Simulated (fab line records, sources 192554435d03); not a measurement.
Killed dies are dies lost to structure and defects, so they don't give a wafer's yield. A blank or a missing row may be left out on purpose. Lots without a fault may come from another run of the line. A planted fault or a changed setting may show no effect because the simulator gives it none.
fab line records | flow n5_finfet
record lots=4 wafers=11 last_day=17
route steps=1938 shown BEOL_M14@1761 BEOL_M15@1773 PASSIVATION@1936
lots that met no fault: from a run of the same line without faults
start_h: hours from the record's first day to the start of the lot's first wafer shown | wait_h: hours since the lot's step before | " the same as in the row above | L1.1+2: a row that stands for several wafers | - no value, or no start given | * or withheld: withheld | < > ~ a bound
route shown NAME@n: a module of which the file shows steps, and the number in the route of the first | usual: mean/standard deviation of fault-free wafers | same: alike in all rows | chamber/n: place in a boat | sites: the reading at each site | _std_site: their standard deviation | _edge_site: outer sites' mean less inner sites' | radius_mm: how far each site lies from the wafer's centre | mask NAME#n: copy n | behind: the tool/chamber that last shaped the wafer | hold: why the lot was held/for how many hours/how that ended | device: the transistor (n, p or np) that didn't switch | end of line: the same wafers' tests at the end of the route | a step without rows: its recipe alone | killed: dies lost to structure and defects at the first sort, not the wafer's yield | map: a wafer's dies, x killed, . not, _ none there
set.NAME: the setting as run; set.NAME@STEP: as run at that earlier step | model.NAME: the simulator's own value behind a step, which no gauge read
lots at some steps of the route; a table a step, a row a wafer
services: from which hour (start_h, from the record's first day; less than 0 if before it) a tool's chamber was out of use, for how many hours, and why
## steps
# step N5_BEOL_M14_PRE_CLEAN_42
# recipe gas=H2/He time_s=30 temp_c=300
# step N5_BEOL_M14_SPUTTER_43
# recipe material=TaN target_thk_a=150 temp_c=50 bias_v=168.6 power_w=15000 chamber_pressure_pa=0.12 time_s=24.19
# step N5_BEOL_M14_SPUTTER_44
# recipe material=Ta target_thk_a=150 temp_c=50 bias_v=80 power_w=15000 chamber_pressure_pa=0.07 time_s=24.19
# step N5_BEOL_M14_SPUTTER_45
# recipe material=Cu target_thk_a=1000 temp_c=-20 bias_v=60 power_w=26000 chamber_pressure_pa=0.13 time_s=16.67
# step N5_BEOL_M14_ECD_47
# recipe material=Cu target_thk_a=12480
# step N5_BEOL_M14_ANNEAL_48
# recipe temp_c=225 time_s=90 ambient=N2
# step N5_BEOL_M14_CMP_49
# recipe stop_on=SiO2 t_overpolish_s=5.2 down_force_psi=2 platen_rpm=80 clearing_platen_down_force_psi=2 clearing_platen_rpm=80 post_cmp_clean=cu_alkaline target_thk_nm=560 clearing_platen_pad_velocity_m_s=1.5917 pad_velocity_m_s=1.5917
# step N5_BEOL_M14_PRE_CLEAN_52
# recipe gas=NH3 time_s=15 temp_c=withheld rf_power_w=300
# step N5_BEOL_M14_DEP_53
# recipe material=SiCN target_thk_a=500 temp_c=withheld precursor=3MS/NH3 pressure_torr=3 rf_w=675 time_s=17.8
# step N5_BEOL_M15_ILD_DEP_00
# recipe material=SiO2 target_thk_a=16293 temp_c=400 precursor=TEOS/O2 pressure_torr=6.5 rf_w=900 teos_flow_sccm=161.4 gas=O2 flow_sccm=2650 time_s=346.1
# usual chamber_pressure_Torr=6.499/0.014 heater_power_w=466/71 run_length_s=388.9/0.64 showerhead_plenum_p_Torr=8.35/0.044 throttle_valve_pct=18.6/1.5
# columns lot.wafer tool chamber start_h wait_h chamber_pressure_Torr heater_power_w run_length_s showerhead_plenum_p_Torr throttle_valve_pct model.SiO2_of_BEOL_M15_ILD_DEP_00.thk_nm
L316.2 pecvd-04 0 293.26 0.0 6.500 491 388.9 8.31 17.2 1576
L316.4 " 2 " " 6.506 446 427.8 8.36 18.6 1810
L320.1 pecvd-04 2 334.72 0.0 6.491 457 388.3 8.35 18.9 1629
L320.4 " 1 " " 6.475 449 427.6 8.36 18.4 1814
L320.5 " 0 " " 6.521 543 428.3 8.32 17.7 1827
L329.1 pecvd-03 0 386.39 0.0 6.467 329 388.2 8.38 21.2 1613
L329.3 " 1 " " 6.492 549 387.6 8.27 17.1 1636
L329.4 " 1 " " 6.499 425 387.7 8.29 17.2 1644
L330.1 pecvd-04 1 386.93 0.0 6.484 576 388.5 8.35 18.5 1624
L330.3 " 2 " " 6.512 380 389.0 8.35 18.8 1631
L330.6 " 1 " " 6.496 439 388.9 8.36 18.5 1663
# step N5_BEOL_M15_THK_MEAS_01
# recipe reads=SiO2_of_BEOL_M15_ILD_DEP_00
# usual M15_ILD_THK=1632/22
# columns lot.wafer tool chamber start_h wait_h M15_ILD_THK[nm]
L316.2 film_metro-01 - 293.51 0.1 1576
L316.4 " - " " 1809
L320.1 film_metro-01 - 334.97 0.1 1628
L320.4 " - " " 1815
L320.5 " - " " 1827
L329.1 film_metro-02 - 386.64 0.1 1613
L329.3 " - " " 1634
L329.4 " - " " 1645
L330.1 film_metro-01 - 387.18 0.1 1625
L330.3 " - " " 1632
L330.6 " - " " 1662
# step N5_BEOL_M15_COAT_58
# recipe resist=BARC temp_c=205 time_s=60 spin_rpm=1500 resist_thk_nm=89
# step N5_BEOL_M15_COAT_04
# recipe spin_rpm=1704 resist_thk_nm=800
# step N5_BEOL_M15_EBR_06
# recipe solvent=PGMEA ebr_width_mm=1.5
# step N5_BEOL_M15_SOFTBAKE_05
# recipe temp_c=130 time_s=60
# step N5_BEOL_M15_EXPOSE_07
# recipe mask_id=V14 na=0.8 source_shape=annular sigma_inner=0.5 sigma_outer=0.8 polarization=unpolarized attpsm_phase_deg=180 dose_mj=41.25
# step N5_BEOL_M15_PEB_08
# recipe peb_temp_c=130 peb_time_s=90
# step N5_BEOL_M15_DEVELOP_09
# recipe develop_time_s=45 rinse_liquid=diw dry=air_spin dev_temp_c=21
# step N5_BEOL_M15_HARDBAKE_14
# recipe temp_c=130 time_s=120
# step N5_BEOL_M15_DESCUM_15
# recipe chemistry=O2 time_s=7.9 source_power_w=50 bias_power_w=20 pressure_mtorr=20 rf_frequency_hz=2.712e+07 temp_c=40 o2_flow_sccm=225
# step N5_BEOL_M15_ETCH_59
# recipe chemistry=N2/H2 target=BARC target_depth_a=890 overetch_a=267 time_s=67.9 ion_energy_ev=200 pressure_mtorr=30 source_w=840 bias_w=150 n2_flow_sccm=200 h2_flow_sccm=200
# step N5_BEOL_M15_VIA_ETCH_16
# recipe chemistry=C4F8/O2/Ar target=SiO2 he_inner_torr=15 he_outer_torr=30 target_depth_a=17922 time_s=withheld ion_energy_ev=800 pressure_mtorr=20 source_w=1905 bias_w=2040 Ar_flow_sccm=400 C4F8_flow_sccm=16 O2_flow_sccm=12 ends=cleared
# usual drypump_motor_current_A=5.8/0.55 oes_product_au=0.74/0.07 rf_vpp_V=2207/50 showerhead_plenum_p_Torr=3.41/0.087 throttle_valve_pct=30.83/0.27
# columns lot.wafer tool chamber start_h wait_h drypump_motor_current_A oes_product_au rf_vpp_V showerhead_plenum_p_Torr throttle_valve_pct model.etch.depth_nm model.coat_of_BEOL_M15_COAT_04.thk_nm
L316.2 rie_diel-01 2 294.11 0.0 5.7 0.74 2203 3.35 30.77 1576 348.6
L316.4 " 1 " " 5.7 0.84 2224 3.64 30.61 1810 283
L320.1 rie_diel-01 2 335.57 0.0 5.6 0.73 2203 3.34 30.79 1629 334
L320.4 " 1 " " 5.7 0.82 2222 3.63 30.60 1814 282
L320.5 " 1 " " 5.7 0.82 2222 3.63 30.62 1827 279.6
L329.1 rie_diel-03 1 387.24 0.0 4.7 0.73 2192 3.33 30.97 1613 328.2
L329.3 " 0 " " 6.5 0.80 2179 3.41 31.16 1636 332.8
L329.4 " 2 " " 5.2 0.86 2272 3.39 30.91 1644 325.4
L330.1 rie_diel-03 2 388.62 0.0 5.2 0.86 2272 3.39 30.90 1624 328.8
L330.3 " 1 " " 4.7 0.74 2190 3.33 30.96 1631 326.4
L330.6 " 3 " " 6.4 0.76 2202 3.31 30.43 1663 318.2
# step N5_BEOL_M15_STRIP_63
# recipe chemistry=O2 power_w=600 temp_c=60 pressure_mtorr=30 rf_frequency_hz=6e+07 bias_power_w=0 overash_fraction=0.3 o2_flow_sccm=225
# step N5_BEOL_M15_STRIP_64
# recipe chemistry=O2 power_w=600 temp_c=60 pressure_mtorr=30 rf_frequency_hz=6e+07 bias_power_w=0 overash_fraction=0.3 o2_flow_sccm=225
# step N5_BEOL_M15_STRIP_65
# recipe chemistry=post_etch_residue_remover time_s=60 temp_c=25 remover_ph=withheld remover_water_wt_pct=withheld remover_fluoride_wt_pct=withheld
# step N5_BEOL_M15_SRD_66
# recipe time_s=30 temp_c=23 rinse_liquid=diw dry=n2_spin spin_rpm=1500 dry_time_s=30
# step N5_BEOL_M15_COAT_56
# recipe resist=SOC temp_c=250 time_s=60 spin_rpm=1500 resist_thk_nm=550
# step N5_BEOL_M15_ETCH_57
# recipe chemistry=N2/H2 target=SOC source_w=3000 bias_w=350 time_s=750 ion_energy_ev=200 pressure_mtorr=30 n2_flow_sccm=200 h2_flow_sccm=200
# step N5_BEOL_M15_COAT_60
# recipe resist=BARC temp_c=205 time_s=60 spin_rpm=1500 resist_thk_nm=89
# step N5_BEOL_M15_COAT_22
# recipe spin_rpm=1704 resist_thk_nm=800
# step N5_BEOL_M15_EBR_24
# recipe solvent=PGMEA ebr_width_mm=1.5
# step N5_BEOL_M15_SOFTBAKE_23
# recipe temp_c=130 time_s=60
# step N5_BEOL_M15_EXPOSE_25
# recipe mask_id=M15 na=0.8 source_shape=annular sigma_inner=0.5 sigma_outer=0.8 polarization=unpolarized target_cd_nm=400 dose_mj=35.5
# step N5_BEOL_M15_PEB_26
# recipe peb_temp_c=130 peb_time_s=90
# step N5_BEOL_M15_DEVELOP_27
# recipe develop_time_s=45 rinse_liquid=diw dry=air_spin dev_temp_c=21
# step N5_BEOL_M15_CMP_49
# recipe stop_on=SiO2 t_overpolish_s=4.9 down_force_psi=2 platen_rpm=80 clearing_platen_down_force_psi=2 clearing_platen_rpm=80 post_cmp_clean=cu_alkaline target_thk_nm=850 clearing_platen_pad_velocity_m_s=1.5917 pad_velocity_m_s=1.5917
# usual motor_current_A=8.0/0.55 retaining_ring_pressure_frac=1.000/0.0044
# columns lot.wafer tool chamber start_h wait_h motor_current_A retaining_ring_pressure_frac model.SiO2_of_BEOL_M15_ILD_DEP_00.thk_nm
L316.2 cmp-04 2 298.76 0.2 7.6 1.004 1495
L316.4 " 0 " " 7.5 0.998 1736
L320.4 cmp-04 3 339.19 0.1 8.0 1.008 1733
L320.1 " 0 " " 7.5 1.000 1548
L320.5 " 0 " " 7.4 1.003 1747
L329.4 cmp-04 3 391.18 0.1 8.4 1.004 1564
L329.3 " 0 " " 7.3 0.996 1556
L329.1 " 1 " " 8.6 1.002 1535
L330.3 cmp-01 1 392.49 0.2 8.4 1.000 1557
L330.1 " 3 " " 7.9 1.002 1545
L330.6 " 2 " " 7.4 1.002 1585
# step N5_PASSIVATION_PROBE_49
# usual defect_limited_yield=91.3/1.5 killed_at_M0_to_M3=35/8.7 killed_at_M4_up=14/5.5 killed_at_contacts=11/5.6 killed_at_front_end=39/13 killed_at_other=3.7/2.2 killed_dies=103/18 killed_open=69/14 killed_short=33/7.8 sort_bin_4_leakage=0.02/0.15 sort_bin_5_function=5.1/0.99 sort_bin_6_memory=3.3/0.67 sort_bin_8_speed=0.02/0.17 sort_n_pass=1077/18 sort_yield_pct=91.2/1.5
# same gross_dies=1180 killed_at_back_side=0
# columns lot.wafer tool chamber start_h wait_h defect_limited_yield[%] killed_at_M0_to_M3 killed_at_M4_up killed_at_contacts killed_at_front_end killed_at_other killed_dies killed_open killed_short sort_bin_4_leakage[%] sort_bin_5_function[%] sort_bin_6_memory[%] sort_bin_8_speed[%] sort_n_pass sort_yield_pct[%]
L316.2 prober-01 - 312.91 0.1 88.3 37 12 22 63 4 138 99 34 0 6.6 4.2 0 1042 88.3
L316.4 prober-01 - 313.01 0.2 91.4 31 18 8 40 5 102 72 30 0 4.7 3.6 0 1078 91.4
L330.1 prober-02 - 415.37 0.0 93.1 26 19 5 28 4 82 60 21 0 4.3 2.5 0 1098 93.1
L330.3 prober-02 - 415.47 0.1 91.1 35 19 16 30 5 105 72 33 0 5.3 3.1 0 1075 91.1
L330.6 prober-02 - 415.62 0.3 90.9 25 21 18 36 7 107 76 29 0 5.1 3.5 0 1073 90.9
# killed by level:class
L316.2 FIN_SAQP:geometric_particle:open=17 MOL_CONTACT_COAG:geometric_particle:open=15 BEOL_M2:geometric_particle:open=12 DUMMY_GATE:geometric_particle:open=11 BEOL_M3:geometric_particle:open=10 GATE_CUT:geometric_particle:short=7 MOL_CONTACT_COAG:geometric_particle:short=7 FIN_SAQP:geometric_particle:short=5
L316.4 DUMMY_GATE:geometric_particle:open=12 BEOL_M1:geometric_particle:open=10 MOL_CONTACT_COAG:geometric_particle:open=7 GATE_CUT:geometric_particle:short=6 BEOL_M2:geometric_particle:open=6 FIN_SAQP:geometric_particle:open=5 BEOL_M0_SAQP:geometric_particle:short=5 BEOL_M4:geometric_particle:open=5
L330.1 BEOL_M4:geometric_particle:open=12 STI_FIN_REVEAL:geometric_particle:open=7 BEOL_M0_SAQP:geometric_particle:open=6 BEOL_M0_SAQP:geometric_particle:short=5 BEOL_M1:geometric_particle:open=5 FIN_SAQP:geometric_particle:open=4 DUMMY_GATE:geometric_particle:open=4 MOL_CONTACT_COAG:geometric_particle:open=3
L330.3 MOL_CONTACT_COAG:geometric_particle:open=13 BEOL_M3:geometric_particle:open=8 GATE_CUT:geometric_particle:short=8 BEOL_M0_SAQP:geometric_particle:open=8 BEOL_M4:geometric_particle:open=8 BEOL_M0_SAQP:geometric_particle:short=7 STI_FIN_REVEAL:geometric_particle:open=6 BEOL_M1:geometric_particle:open=5
L330.6 STI_FIN_REVEAL:geometric_particle:open=19 BEOL_M4:geometric_particle:open=11 MOL_CONTACT_COAG:geometric_particle:open=11 DUMMY_GATE:geometric_particle:open=7 MOL_CONTACT_COAG:geometric_particle:short=7 BEOL_M3:geometric_particle:open=7 BEOL_M5:geometric_particle:open=5 BEOL_M0_SAQP:geometric_particle:short=5
## services
# columns tool chamber start_h hours kind
cmp-04 - 271.38 4.0 pm
rie_diel-03 - 271.79 0.6 repair
cmp-04 - 275.38 - consumable_replace:conditioner
cmp-04 - 275.38 - consumable_replace:pad
cmp-01 - 291.90 4.0 pm
cmp-01 - 295.90 - consumable_replace:conditioner
cmp-01 - 295.90 - consumable_replace:pad
pecvd-03 0 305.82 12.4 repair
cmp-04 - 313.35 0.6 repair
pecvd-04 1 317.12 3.5 repair
pecvd-03 - 329.15 14.6 pm
rie_diel-03 2 344.44 - clean
rie_diel-03 2 344.44 - consumable_replace:focus_ring
rie_diel-03 2 344.44 12.0 scheduled_down
rie_diel-03 2 344.44 12.0 vent_cycle
rie_diel-01 1 350.76 4.5 repair
pecvd-03 - 351.09 5.5 pm
rie_diel-03 3 355.96 5.1 repair
pecvd-03 1 367.90 2.1 scheduled_down
pecvd-03 1 379.09 4.7 repair
pecvd-04 - 391.74 2.8 pm
## key
first_sign step=N5_BEOL_M15_ILD_DEP_00 reading=run_length_s direction=up sigmas=61 usual=* struck=*
effect step=N5_BEOL_M15_THK_MEAS_01 reading=M15_ILD_THK direction=up sigmas=8.4 usual=1632 struck=1817
model_effect step=N5_BEOL_M15_ILD_DEP_00 value=SiO2_of_BEOL_M15_ILD_DEP_00.thk_nm without=1633 struck=1817
model_effect step=N5_BEOL_M15_VIA_ETCH_16 value=etch.depth_nm without=1633 struck=1817
model_effect step=N5_BEOL_M15_CMP_49 value=SiO2_of_BEOL_M15_ILD_DEP_00.thk_nm without=1554 struck=1738
met_at N5_BEOL_M15_ILD_DEP_00
struck_wafers L316.4,L320.4,L320.5
fault kind=process_parameter_drift tool=pecvd-04 chamber=- onset_h=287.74 steps=N5_BEOL_M15_ILD_DEP_00 channel=time_s offset=* shape=step end_h=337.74 scope=struck_wafers_only acts_in=* stated=*
